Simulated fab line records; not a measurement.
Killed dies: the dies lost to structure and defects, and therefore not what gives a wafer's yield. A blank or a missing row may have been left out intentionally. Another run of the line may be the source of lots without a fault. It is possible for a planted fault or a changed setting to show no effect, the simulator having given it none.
fab line records / flow nand-harc / part 2 of 2: steps 26 to 34 of 34
record: lots: 5 wafers: 15 last-day: 23
route steps=1159 shown A_ZERO_WELL@404 A_SOURCE_PLATE@413 A_ONON_D1@424
lots untouched by any fault: they come from a run of this same line in which no faults occurred
start-h: start of the lot's first displayed wafer, in hours after the record's first day / wait-h: hours elapsed since this lot's preceding step / " unchanged from the row above / L1.1+2: several wafers, shown together as one row / - either no value or no given start / * or withheld: withheld / < > ~ a bound
route shown NAME@n: NAME is a module with steps in the file, n the number in the route of the first one / usual: mean and standard deviation over wafers with no fault / same: alike in all rows / chamber/n: place in a boat / sites: each site's reading / _std_site: their standard deviation / _edge_site: mean of outer sites minus mean of inner sites / radius-mm: for every site, how far away it sits from the centre of the wafer / mask NAME#n: copy n / behind: the most recent tool/chamber to have shaped the wafer / hold: why the lot went on hold/how many hours it stayed there/how the hold came to an end / device: the transistor (n, p or np) that didn't switch / end of line: tests run on the same wafers once the route is complete / a step given without rows: its recipe and nothing more / killed: dies lost to structure and defects at the first sort, not the wafer's yield / map: the dies of a wafer, with x for killed, . for not killed, _ for no die there
set.NAME: the setting as run; set.NAME@STEP: as run at that earlier step / model.NAME: the simulator's own value behind a step, which no gauge read
lots at selected steps of the route; one table per step, one row per wafer
services: the hour from which a tool's chamber was out of use, counted from the record's first day as start-h (under 0 if before that day), plus the number of hours and why
== steps ==
step: NHARC_A_ONON_D1_DEP_12
recipe: target-thk-a: 10000 n2-flow-sccm: 2750 n2o-flow-sccm: 2000 nh3-flow-sccm: 500 sih4-flow-sccm: 210 temp-c: 400
usual: n2-flow-sccm: 2751/9 nh3-flow-sccm: 499.8/1.5
lot.wafer=L079.2 tool=pecvd-onon-01 chamber=0 start-h=188.97 wait-h=0.1 n2-flow-sccm=2759 nh3-flow-sccm=499.4
lot.wafer=L079.3 tool=pecvd-onon-01 chamber=0 start-h=188.97 wait-h=0.1 n2-flow-sccm=2746 nh3-flow-sccm=498.2
lot.wafer=L079.5 tool=pecvd-onon-01 chamber=0 start-h=188.97 wait-h=0.1 n2-flow-sccm=2756 nh3-flow-sccm=502.7
lot.wafer=L082.1 tool=pecvd-onon-02 chamber=0 start-h=205.93 wait-h=0.1 n2-flow-sccm=2742 nh3-flow-sccm=502.3
lot.wafer=L082.2 tool=pecvd-onon-02 chamber=0 start-h=205.93 wait-h=0.1 n2-flow-sccm=2759 nh3-flow-sccm=503.7
lot.wafer=L082.5 tool=pecvd-onon-02 chamber=0 start-h=205.93 wait-h=0.1 n2-flow-sccm=2746 nh3-flow-sccm=499.6
lot.wafer=L081.1 tool=pecvd-onon-03 chamber=0 start-h=205.93 wait-h=0.1 n2-flow-sccm=2759 nh3-flow-sccm=499.2
lot.wafer=L081.5 tool=pecvd-onon-03 chamber=0 start-h=205.93 wait-h=0.1 n2-flow-sccm=2768 nh3-flow-sccm=499.9
lot.wafer=L081.6 tool=pecvd-onon-03 chamber=0 start-h=205.93 wait-h=0.1 n2-flow-sccm=2763 nh3-flow-sccm=500.3
lot.wafer=L084.2 tool=pecvd-onon-02 chamber=0 start-h=222.95 wait-h=0.1 n2-flow-sccm=2746 nh3-flow-sccm=501.6
lot.wafer=L084.3 tool=pecvd-onon-02 chamber=0 start-h=222.95 wait-h=0.1 n2-flow-sccm=2743 nh3-flow-sccm=501.6
lot.wafer=L084.4 tool=pecvd-onon-02 chamber=0 start-h=222.95 wait-h=0.1 n2-flow-sccm=2754 nh3-flow-sccm=500.9
lot.wafer=L090.1 tool=pecvd-onon-03 chamber=0 start-h=260.07 wait-h=0.1 n2-flow-sccm=2747 nh3-flow-sccm=500.2
lot.wafer=L090.3 tool=pecvd-onon-03 chamber=0 start-h=260.07 wait-h=0.1 n2-flow-sccm=2758 nh3-flow-sccm=497.9
lot.wafer=L090.6 tool=pecvd-onon-03 chamber=0 start-h=260.07 wait-h=0.1 n2-flow-sccm=2761 nh3-flow-sccm=499.5
step: NHARC_A_ONON_D1_THK_MEAS_14
recipe: thk-meas-gauge: ellipsometry
usual: thk-nm: 1000/12
lot.wafer=L079.2 tool=film-metro-02 chamber=- start-h=189.42 wait-h=- thk-nm=1005
lot.wafer=L079.3 tool=film-metro-02 chamber=- start-h=189.42 wait-h=- thk-nm=1005
lot.wafer=L079.5 tool=film-metro-02 chamber=- start-h=189.42 wait-h=- thk-nm=1005
lot.wafer=L082.1 tool=film-metro-02 chamber=- start-h=206.43 wait-h=- thk-nm=1000
lot.wafer=L082.2 tool=film-metro-02 chamber=- start-h=206.43 wait-h=- thk-nm=999
lot.wafer=L082.5 tool=film-metro-02 chamber=- start-h=206.43 wait-h=- thk-nm=998
lot.wafer=L081.1 tool=film-metro-01 chamber=- start-h=206.45 wait-h=- thk-nm=998
lot.wafer=L081.5 tool=film-metro-01 chamber=- start-h=206.45 wait-h=- thk-nm=999
lot.wafer=L081.6 tool=film-metro-01 chamber=- start-h=206.45 wait-h=- thk-nm=1001
lot.wafer=L084.2 tool=film-metro-01 chamber=- start-h=223.41 wait-h=- thk-nm=1012
lot.wafer=L084.3 tool=film-metro-01 chamber=- start-h=223.41 wait-h=- thk-nm=1012
lot.wafer=L084.4 tool=film-metro-01 chamber=- start-h=223.41 wait-h=- thk-nm=1012
lot.wafer=L090.1 tool=film-metro-01 chamber=- start-h=260.58 wait-h=- thk-nm=1024
lot.wafer=L090.3 tool=film-metro-01 chamber=- start-h=260.58 wait-h=- thk-nm=1025
lot.wafer=L090.6 tool=film-metro-01 chamber=- start-h=260.58 wait-h=- thk-nm=1024
step: NHARC_A_ONON_D1_ANNEAL_15
recipe: temp-c: 750 time-s: 3600
usual: spike-tc-lower-C: 750.7/1.1 tube-center-temp-C: 750/0.062
lot.wafer=L079.2 tool=furnace-02 chamber=0 start-h=192.13 wait-h=2.7 spike-tc-lower-C=749.6 tube-center-temp-C=750.06
lot.wafer=L079.3 tool=furnace-02 chamber=0 start-h=192.13 wait-h=2.7 spike-tc-lower-C=752.1 tube-center-temp-C=749.95
lot.wafer=L079.5 tool=furnace-02 chamber=0 start-h=192.13 wait-h=2.7 spike-tc-lower-C=751.4 tube-center-temp-C=750.02
lot.wafer=L081.1 tool=furnace-02 chamber=0 start-h=210.50 wait-h=4.1 spike-tc-lower-C=750.6 tube-center-temp-C=749.86
lot.wafer=L081.5 tool=furnace-02 chamber=0 start-h=210.50 wait-h=4.1 spike-tc-lower-C=751.4 tube-center-temp-C=750.03
lot.wafer=L081.6 tool=furnace-02 chamber=0 start-h=210.50 wait-h=4.1 spike-tc-lower-C=752.5 tube-center-temp-C=749.94
lot.wafer=L082.1 tool=furnace-02 chamber=0 start-h=210.50 wait-h=4.1 spike-tc-lower-C=751.4 tube-center-temp-C=749.91
lot.wafer=L082.2 tool=furnace-02 chamber=0 start-h=210.50 wait-h=4.1 spike-tc-lower-C=752.4 tube-center-temp-C=749.88
lot.wafer=L082.5 tool=furnace-02 chamber=0 start-h=210.50 wait-h=4.1 spike-tc-lower-C=750.7 tube-center-temp-C=750
lot.wafer=L084.2 tool=furnace-02 chamber=0 start-h=226.12 wait-h=2.7 spike-tc-lower-C=749.7 tube-center-temp-C=750.05
lot.wafer=L084.3 tool=furnace-02 chamber=0 start-h=226.12 wait-h=2.7 spike-tc-lower-C=751.2 tube-center-temp-C=750.01
lot.wafer=L084.4 tool=furnace-02 chamber=0 start-h=226.12 wait-h=2.7 spike-tc-lower-C=750.4 tube-center-temp-C=750.04
lot.wafer=L090.1 tool=furnace-02 chamber=0 start-h=263.72 wait-h=3.1 spike-tc-lower-C=752.8 tube-center-temp-C=749.96
lot.wafer=L090.3 tool=furnace-02 chamber=0 start-h=263.72 wait-h=3.1 spike-tc-lower-C=749.1 tube-center-temp-C=750
lot.wafer=L090.6 tool=furnace-02 chamber=0 start-h=263.72 wait-h=3.1 spike-tc-lower-C=750.2 tube-center-temp-C=749.94
step: NHARC_A_ONON_D1_DEP_16
recipe: target-thk-a: 10000 n2-flow-sccm: 2750 n2o-flow-sccm: 2000 nh3-flow-sccm: 500 sih4-flow-sccm: 210 temp-c: 400
usual: n2-flow-sccm: 2750/8.6 nh3-flow-sccm: 499.9/1.6
lot.wafer=L079.2 tool=pecvd-onon-02 chamber=0 start-h=196.13 wait-h=0.1 n2-flow-sccm=2763 nh3-flow-sccm=500.9
lot.wafer=L079.3 tool=pecvd-onon-02 chamber=0 start-h=196.13 wait-h=0.1 n2-flow-sccm=2760 nh3-flow-sccm=497.2
lot.wafer=L079.5 tool=pecvd-onon-02 chamber=0 start-h=196.13 wait-h=0.1 n2-flow-sccm=2748 nh3-flow-sccm=499.4
lot.wafer=L082.1 tool=pecvd-onon-03 chamber=0 start-h=214.46 wait-h=0.1 n2-flow-sccm=2749 nh3-flow-sccm=500.2
lot.wafer=L082.2 tool=pecvd-onon-03 chamber=0 start-h=214.46 wait-h=0.1 n2-flow-sccm=2740 nh3-flow-sccm=500.0
lot.wafer=L082.5 tool=pecvd-onon-03 chamber=0 start-h=214.46 wait-h=0.1 n2-flow-sccm=2742 nh3-flow-sccm=499.9
lot.wafer=L081.1 tool=pecvd-onon-01 chamber=0 start-h=214.46 wait-h=0.1 n2-flow-sccm=2760 nh3-flow-sccm=500.0
lot.wafer=L081.5 tool=pecvd-onon-01 chamber=0 start-h=214.46 wait-h=0.1 n2-flow-sccm=2756 nh3-flow-sccm=498.2
lot.wafer=L081.6 tool=pecvd-onon-01 chamber=0 start-h=214.46 wait-h=0.1 n2-flow-sccm=2750 nh3-flow-sccm=497.4
lot.wafer=L084.2 tool=pecvd-onon-03 chamber=0 start-h=230.11 wait-h=0.1 n2-flow-sccm=2745 nh3-flow-sccm=499.2
lot.wafer=L084.3 tool=pecvd-onon-03 chamber=0 start-h=230.11 wait-h=0.1 n2-flow-sccm=2747 nh3-flow-sccm=500.6
lot.wafer=L084.4 tool=pecvd-onon-03 chamber=0 start-h=230.11 wait-h=0.1 n2-flow-sccm=2749 nh3-flow-sccm=499.3
lot.wafer=L090.1 tool=pecvd-onon-03 chamber=0 start-h=267.64 wait-h=0.1 n2-flow-sccm=2744 nh3-flow-sccm=498.3
lot.wafer=L090.3 tool=pecvd-onon-03 chamber=0 start-h=267.64 wait-h=0.1 n2-flow-sccm=2738 nh3-flow-sccm=498.2
lot.wafer=L090.6 tool=pecvd-onon-03 chamber=0 start-h=267.64 wait-h=0.1 n2-flow-sccm=2731 nh3-flow-sccm=498.3
step: NHARC_A_ONON_D1_THK_MEAS_18
recipe: thk-meas-gauge: ellipsometry
usual: thk-nm: 1002/13
lot.wafer=L079.2 tool=film-metro-01 chamber=- start-h=196.58 wait-h=- thk-nm=1021
lot.wafer=L079.3 tool=film-metro-01 chamber=- start-h=196.58 wait-h=- thk-nm=1021
lot.wafer=L079.5 tool=film-metro-01 chamber=- start-h=196.58 wait-h=- thk-nm=1020
lot.wafer=L081.1 tool=film-metro-01 chamber=- start-h=214.96 wait-h=- thk-nm=974
lot.wafer=L081.5 tool=film-metro-01 chamber=- start-h=214.96 wait-h=- thk-nm=976
lot.wafer=L081.6 tool=film-metro-01 chamber=- start-h=214.96 wait-h=- thk-nm=974
lot.wafer=L082.1 tool=film-metro-02 chamber=- start-h=214.97 wait-h=- thk-nm=1008
lot.wafer=L082.2 tool=film-metro-02 chamber=- start-h=214.97 wait-h=- thk-nm=1010
lot.wafer=L082.5 tool=film-metro-02 chamber=- start-h=214.97 wait-h=- thk-nm=1009
lot.wafer=L084.2 tool=film-metro-01 chamber=- start-h=230.56 wait-h=- thk-nm=999
lot.wafer=L084.3 tool=film-metro-01 chamber=- start-h=230.56 wait-h=- thk-nm=999
lot.wafer=L084.4 tool=film-metro-01 chamber=- start-h=230.56 wait-h=- thk-nm=998
lot.wafer=L090.1 tool=film-metro-02 chamber=- start-h=268.15 wait-h=- thk-nm=992
lot.wafer=L090.3 tool=film-metro-02 chamber=- start-h=268.15 wait-h=- thk-nm=988
lot.wafer=L090.6 tool=film-metro-02 chamber=- start-h=268.15 wait-h=- thk-nm=990
step: NHARC_A_ONON_D1_DEP_19
recipe: target-thk-a: 10000 n2-flow-sccm: 2750 n2o-flow-sccm: 2000 nh3-flow-sccm: 500 sih4-flow-sccm: 210 temp-c: 400
usual: n2-flow-sccm: 2750/8.1 nh3-flow-sccm: 499.8/1.4
lot.wafer=L079.2 tool=pecvd-onon-02 chamber=0 start-h=196.69 wait-h=0.1 n2-flow-sccm=2751 nh3-flow-sccm=498.7
lot.wafer=L079.3 tool=pecvd-onon-02 chamber=0 start-h=196.69 wait-h=0.1 n2-flow-sccm=2749 nh3-flow-sccm=499.1
lot.wafer=L079.5 tool=pecvd-onon-02 chamber=0 start-h=196.69 wait-h=0.1 n2-flow-sccm=2755 nh3-flow-sccm=500.3
lot.wafer=L081.1 tool=pecvd-onon-02 chamber=0 start-h=215.02 wait-h=0.1 n2-flow-sccm=2741 nh3-flow-sccm=497.0
lot.wafer=L081.5 tool=pecvd-onon-02 chamber=0 start-h=215.02 wait-h=0.1 n2-flow-sccm=2742 nh3-flow-sccm=499.3
lot.wafer=L081.6 tool=pecvd-onon-02 chamber=0 start-h=215.02 wait-h=0.1 n2-flow-sccm=2759 nh3-flow-sccm=499.3
lot.wafer=L082.1 tool=pecvd-onon-01 chamber=0 start-h=215.03 wait-h=0.1 n2-flow-sccm=2749 nh3-flow-sccm=500.9
lot.wafer=L082.2 tool=pecvd-onon-01 chamber=0 start-h=215.03 wait-h=0.1 n2-flow-sccm=2744 nh3-flow-sccm=500.2
lot.wafer=L082.5 tool=pecvd-onon-01 chamber=0 start-h=215.03 wait-h=0.1 n2-flow-sccm=2752 nh3-flow-sccm=500.2
lot.wafer=L084.2 tool=pecvd-onon-02 chamber=0 start-h=230.67 wait-h=0.1 n2-flow-sccm=2750 nh3-flow-sccm=502.0
lot.wafer=L084.3 tool=pecvd-onon-02 chamber=0 start-h=230.67 wait-h=0.1 n2-flow-sccm=2752 nh3-flow-sccm=498.8
lot.wafer=L084.4 tool=pecvd-onon-02 chamber=0 start-h=230.67 wait-h=0.1 n2-flow-sccm=2752 nh3-flow-sccm=499.0
lot.wafer=L090.1 tool=pecvd-onon-03 chamber=0 start-h=268.21 wait-h=0.1 n2-flow-sccm=2750 nh3-flow-sccm=495.8
lot.wafer=L090.3 tool=pecvd-onon-03 chamber=0 start-h=268.21 wait-h=0.1 n2-flow-sccm=2739 nh3-flow-sccm=500.6
lot.wafer=L090.6 tool=pecvd-onon-03 chamber=0 start-h=268.21 wait-h=0.1 n2-flow-sccm=2756 nh3-flow-sccm=497.4
step: NHARC_A_ONON_D1_THK_MEAS_21
recipe: thk-meas-gauge: ellipsometry
usual: thk-nm: 1001/10
lot.wafer=L079.2 tool=film-metro-01 chamber=- start-h=197.16 wait-h=- thk-nm=993
lot.wafer=L079.3 tool=film-metro-01 chamber=- start-h=197.16 wait-h=- thk-nm=993
lot.wafer=L079.5 tool=film-metro-01 chamber=- start-h=197.16 wait-h=- thk-nm=993
lot.wafer=L081.1 tool=film-metro-02 chamber=- start-h=215.54 wait-h=- thk-nm=987
lot.wafer=L081.5 tool=film-metro-02 chamber=- start-h=215.54 wait-h=- thk-nm=986
lot.wafer=L081.6 tool=film-metro-02 chamber=- start-h=215.54 wait-h=- thk-nm=986
lot.wafer=L082.1 tool=film-metro-01 chamber=- start-h=215.54 wait-h=- thk-nm=982
lot.wafer=L082.2 tool=film-metro-01 chamber=- start-h=215.54 wait-h=- thk-nm=982
lot.wafer=L082.5 tool=film-metro-01 chamber=- start-h=215.54 wait-h=- thk-nm=981
lot.wafer=L084.2 tool=film-metro-02 chamber=- start-h=231.13 wait-h=- thk-nm=993
lot.wafer=L084.3 tool=film-metro-02 chamber=- start-h=231.13 wait-h=- thk-nm=992
lot.wafer=L084.4 tool=film-metro-02 chamber=- start-h=231.13 wait-h=- thk-nm=991
lot.wafer=L090.1 tool=film-metro-01 chamber=- start-h=268.73 wait-h=- thk-nm=1001
lot.wafer=L090.3 tool=film-metro-01 chamber=- start-h=268.73 wait-h=- thk-nm=1001
lot.wafer=L090.6 tool=film-metro-01 chamber=- start-h=268.73 wait-h=- thk-nm=1001
step: NHARC_A_ONON_D1_DEP_22
recipe: target-thk-a: 10000 n2-flow-sccm: 2750 n2o-flow-sccm: 2000 nh3-flow-sccm: 500 sih4-flow-sccm: 210 temp-c: 400
usual: n2-flow-sccm: 2750/8.6 nh3-flow-sccm: 499.7/1.4
lot.wafer=L079.2 tool=pecvd-onon-03 chamber=0 start-h=197.27 wait-h=0.1 n2-flow-sccm=2756 nh3-flow-sccm=496.4
lot.wafer=L079.3 tool=pecvd-onon-03 chamber=0 start-h=197.27 wait-h=0.1 n2-flow-sccm=2755 nh3-flow-sccm=499.7
lot.wafer=L079.5 tool=pecvd-onon-03 chamber=0 start-h=197.27 wait-h=0.1 n2-flow-sccm=2750 nh3-flow-sccm=499.2
lot.wafer=L081.1 tool=pecvd-onon-03 chamber=0 start-h=215.59 wait-h=0.1 n2-flow-sccm=2750 nh3-flow-sccm=498.8
lot.wafer=L081.5 tool=pecvd-onon-03 chamber=0 start-h=215.59 wait-h=0.1 n2-flow-sccm=2738 nh3-flow-sccm=499.5
lot.wafer=L081.6 tool=pecvd-onon-03 chamber=0 start-h=215.59 wait-h=0.1 n2-flow-sccm=2754 nh3-flow-sccm=499.2
lot.wafer=L082.1 tool=pecvd-onon-01 chamber=0 start-h=215.59 wait-h=0.1 n2-flow-sccm=2736 nh3-flow-sccm=500.0
lot.wafer=L082.2 tool=pecvd-onon-01 chamber=0 start-h=215.59 wait-h=0.1 n2-flow-sccm=2754 nh3-flow-sccm=499.7
lot.wafer=L082.5 tool=pecvd-onon-01 chamber=0 start-h=215.59 wait-h=0.1 n2-flow-sccm=2753 nh3-flow-sccm=499.4
lot.wafer=L084.2 tool=pecvd-onon-02 chamber=0 start-h=231.24 wait-h=0.1 n2-flow-sccm=2754 nh3-flow-sccm=499.5
lot.wafer=L084.3 tool=pecvd-onon-02 chamber=0 start-h=231.24 wait-h=0.1 n2-flow-sccm=2748 nh3-flow-sccm=500.6
lot.wafer=L084.4 tool=pecvd-onon-02 chamber=0 start-h=231.24 wait-h=0.1 n2-flow-sccm=2751 nh3-flow-sccm=500.2
lot.wafer=L090.1 tool=pecvd-onon-03 chamber=0 start-h=268.78 wait-h=0.1 n2-flow-sccm=2751 nh3-flow-sccm=499.8
lot.wafer=L090.3 tool=pecvd-onon-03 chamber=0 start-h=268.78 wait-h=0.1 n2-flow-sccm=2746 nh3-flow-sccm=500.3
lot.wafer=L090.6 tool=pecvd-onon-03 chamber=0 start-h=268.78 wait-h=0.1 n2-flow-sccm=2754 nh3-flow-sccm=499.2
step: NHARC_A_ONON_D1_THK_MEAS_24
recipe: thk-meas-gauge: ellipsometry
usual: thk-nm: 1001/8.9
lot.wafer=L079.2 tool=film-metro-01 chamber=- start-h=197.73 wait-h=- thk-nm=989
lot.wafer=L079.3 tool=film-metro-01 chamber=- start-h=197.73 wait-h=- thk-nm=989
lot.wafer=L079.5 tool=film-metro-01 chamber=- start-h=197.73 wait-h=- thk-nm=990
lot.wafer=L081.1 tool=film-metro-01 chamber=- start-h=216.10 wait-h=- thk-nm=1004
lot.wafer=L081.5 tool=film-metro-01 chamber=- start-h=216.10 wait-h=- thk-nm=1006
lot.wafer=L081.6 tool=film-metro-01 chamber=- start-h=216.10 wait-h=- thk-nm=1005
lot.wafer=L082.1 tool=film-metro-02 chamber=- start-h=216.13 wait-h=- thk-nm=1015
lot.wafer=L082.2 tool=film-metro-02 chamber=- start-h=216.13 wait-h=- thk-nm=1015
lot.wafer=L082.5 tool=film-metro-02 chamber=- start-h=216.13 wait-h=- thk-nm=1015
lot.wafer=L084.2 tool=film-metro-02 chamber=- start-h=231.69 wait-h=- thk-nm=1008
lot.wafer=L084.3 tool=film-metro-02 chamber=- start-h=231.69 wait-h=- thk-nm=1009
lot.wafer=L084.4 tool=film-metro-02 chamber=- start-h=231.69 wait-h=- thk-nm=1009
lot.wafer=L090.1 tool=film-metro-01 chamber=- start-h=269.31 wait-h=- thk-nm=1001
lot.wafer=L090.3 tool=film-metro-01 chamber=- start-h=269.31 wait-h=- thk-nm=1002
lot.wafer=L090.6 tool=film-metro-01 chamber=- start-h=269.31 wait-h=- thk-nm=1000
== services ==
tool=wet-bench-03 chamber=- start-h=146.44 hours=8.0 kind=pm
tool=rie-diel-09 chamber=1 start-h=146.66 hours=6.3 kind=repair
tool=pecvd-onon-03 chamber=- start-h=153.33 hours=13.0 kind=pm
tool=rie-si-02 chamber=1 start-h=155.40 hours=1.8 kind=repair
tool=wet-bench-04 chamber=- start-h=163.21 hours=8.0 kind=pm
tool=rie-si-04 chamber=2 start-h=172.70 hours=11.4 kind=repair
tool=rie-diel-09 chamber=0 start-h=179.91 hours=3.0 kind=repair
tool=wet-bench-05 chamber=- start-h=184.71 hours=17.2 kind=repair
tool=rie-diel-09 chamber=- start-h=194.51 hours=0.6 kind=repair
tool=pecvd-onon-01 chamber=- start-h=195.00 hours=13.0 kind=pm
tool=wet-bench-05 chamber=- start-h=201.95 hours=8.0 kind=pm
tool=rie-si-02 chamber=- start-h=211.00 hours=9.0 kind=pm
tool=wet-bench-01 chamber=- start-h=213.60 hours=8.0 kind=pm
tool=pvd-sputter-02 chamber=- start-h=214.00 hours=10.0 kind=pm
tool=implanter-01 chamber=- start-h=214.68 hours=4.3 kind=repair
tool=wet-bench-06 chamber=- start-h=221.70 hours=1.1 kind=repair
tool=pvd-sputter-02 chamber=- start-h=229.43 hours=5.2 kind=repair
tool=pecvd-onon-01 chamber=- start-h=231.01 hours=8.7 kind=repair
tool=pecvd-onon-01 chamber=- start-h=241.36 hours=5.8 kind=repair
tool=rie-si-04 chamber=2 start-h=245.35 hours=15.3 kind=repair
tool=rie-si-04 chamber=- start-h=245.77 hours=0.7 kind=repair
tool=rie-diel-09 chamber=- start-h=254.24 hours=9.0 kind=pm
tool=rie-diel-09 chamber=2 start-h=265.67 hours=9.3 kind=repair
tool=implanter-01 chamber=- start-h=266.00 hours=13.0 kind=pm
